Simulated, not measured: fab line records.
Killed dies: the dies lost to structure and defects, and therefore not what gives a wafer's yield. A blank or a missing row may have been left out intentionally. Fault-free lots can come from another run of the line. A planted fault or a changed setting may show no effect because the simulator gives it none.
Chamber matching ; flow n5Finfet ; N5_MOL_CONTACT_COAG_ALD_133 on aldSin-02: 4 sister chambers
The step deposits SiO2, target thk 5 nm, pulse time 1 s, co reactant pulse time 1 s. 4 wafers are shown with their chamber, then 9 later ones without.

== EACH WAFER AND ITS CHAMBER ==
wafer;chamber;heaterPowerW (W)
L085.4;0;76
L091.2;2;82
L091.3;1;82
L091.4;3;83

== WAFERS WITH NO CHAMBER GIVEN ==
wafer;heaterPowerW (W)
L093.3;84
L093.5;86
L093.6;82
L095.2;79
L095.3;79
L095.6;75
L097.1;87
L097.3;79
L097.6;78

== EACH ONE'S CHAMBER ==
wafer;from the rows above;in truth
L093.3;can't be placed: 3 or 1 or 2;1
L093.5;can't be placed: 3 or 1 or 2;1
L093.6;can't be placed: 1 or 2 or 3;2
L095.2;can't be placed: 0 or 1 or 2 or 3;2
L095.3;can't be placed: 0 or 1 or 2 or 3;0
L095.6;0;0
L097.1;can't be placed: 3 or 1 or 2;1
L097.3;can't be placed: 0 or 1 or 2 or 3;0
L097.6;can't be placed: 0 or 1 or 2 or 3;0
Placed correctly: 1 of 9. These rows do not allow placing 8 (true chamber among the candidates in 8). 0 placed wrongly.
How it was worked out, from the rows above alone: a wafer's distance from a chamber is the root of the sum, over the readings, of the square of ((its reading less the chamber's mean) divided by the reading's scatter). If the next closest chamber is less than 2 further off than the closest, the wafer can't be placed; otherwise it belongs to the closest. For every chamber, the mean is computed from those of its wafers that are shown. The scatter: with one shown wafer a chamber, the root of the mean of the squares of how far each hidden wafer lies from its nearest shown one.
